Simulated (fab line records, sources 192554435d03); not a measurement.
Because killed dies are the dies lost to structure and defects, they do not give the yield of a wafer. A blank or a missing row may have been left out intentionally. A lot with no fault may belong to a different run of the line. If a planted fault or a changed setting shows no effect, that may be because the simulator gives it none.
Split-lot experiment -- flow n5Finfet -- 21 wafers read from 7 lots, route of 1938 steps

SPLIT DETAILS
At N5_BEOL_M3_COAT_22 (resist thk 30 nm), the setting spinRpm was moved away from the recipe's 1500 rpm on 6 of the 21 wafers read, by -8.1% to +8.7%. For the rest of the wafers, this setting stayed at what the recipe calls for.

The reading comes from the split's own step.

THE READING
CAR-EUV_of_BEOL_M3_COAT_22.thkNm (the simulator's own value, which no gauge read), in nm, at N5_BEOL_M3_COAT_22 (resist thk 30 nm). No usual value for it is given in the file. The 15 wafers here that ran the recipe average 30.0 nm, standard deviation 0.05 nm.

wafer,"tool, chamber at the split","spinRpm as run, rpm",against the recipe,"CAR-EUV_of_BEOL_M3_COAT_22.thkNm, nm",against lot-mates on the recipe
L074.2,"lithoTrack-02, 0",1500,recipe,30,-
L074.3,"lithoTrack-02, 0",1379,-8.1%,31.2,+1.2
L074.5,"lithoTrack-02, 0",1379,-8.1%,31.4,+1.4
L076.1,"lithoTrack-02, 0",1500,recipe,30.2,-
L076.4,"lithoTrack-02, 0",1500,recipe,30,-
L076.6,"lithoTrack-02, 0",1500,recipe,30,-
L077.1,"lithoTrack-02, 0",1500,recipe,30,-
L077.4,"lithoTrack-02, 0",1500,recipe,30,-
L077.6,"lithoTrack-02, 0",1631,+8.7%,28.8,-1.2
L081.3,"lithoTrack-03, 0",1500,recipe,30,-
L081.4,"lithoTrack-03, 0",1602,+6.8%,29.2,-0.8
L081.5,"lithoTrack-03, 0",1602,+6.8%,29,-1.0
L092.1,"lithoTrack-04, 0",1500,recipe,30,-
L092.4,"lithoTrack-04, 0",1500,recipe,30,-
L092.6,"lithoTrack-04, 0",1554,+3.6%,29.6,-0.4
L094.2,"lithoTrack-04, 0",1500,recipe,30,-
L094.5,"lithoTrack-04, 0",1500,recipe,30,-
L094.6,"lithoTrack-04, 0",1500,recipe,30,-
L097.1,"lithoTrack-02, 0",1500,recipe,30,-
L097.3,"lithoTrack-02, 0",1500,recipe,30,-
L097.5,"lithoTrack-02, 0",1500,recipe,30,-

THE FIT
A straight line over all 21 wafers: CAR-EUV_of_BEOL_M3_COAT_22.thkNm changes by -0.146 nm for each +1% of spinRpm; r = -0.99; the points scatter about the line by 0.078 nm.
The same after taking each lot's own level away (the mean of its wafers on the recipe; 21 wafers): -0.146 nm for each +1%; r = -0.99; scatter 0.078 nm.
According to that fit, moving spinRpm by its largest amount changes the reading by 1.3 nm.
From 30.00 to 30.07 nm: that is the span of the lots' own levels, equal to 1.3 times the standard deviation above.
Hence the lot-to-lot level has little effect on the slope; both slopes agree.
Check: -1.26 nm against its lot-mates is what the line predicts for one of the wafers moved furthest among these (+8.7%) when that wafer is left out of the fit. It came out at -1.2 nm against them.

THESE WAFERS: OTHER SPLITS
These wafers also went through other splits before the reading. Each is held against what the fit with the lots' levels taken away leaves over:
other split on the same wafers,wafers away from the commonest value,r with CAR-EUV_of_BEOL_M3_COAT_22.thkNm (lot level and that fit taken away)
N5_BEOL_M0_SAQP_PECVD_96 timeS,8,+0.01
N5_BEOL_M0_SAQP_COAT_08 spinRpm,8,-0.06
N5_BEOL_M0_CUTY_EXPOSE_54 doseMj,8,+0.27
N5_BEOL_M0_ETCH_138 sourceW,5,+0.15
N5_BEOL_M2_COAT_22 spinRpm,7,+0.19
N5_BEOL_M2_EXPOSE_25 doseMj,10,-0.27
N5_BEOL_M3_ILD_DEP_00 timeS,10,+0.10
N5_BEOL_M3_PECVD_72 timeS,4,-0.51

THE FILE'S OWN FIT
CAR-EUV_of_BEOL_M3_COAT_22.thkNm changes by -0.142 nm for each +1% of spinRpm, r = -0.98.
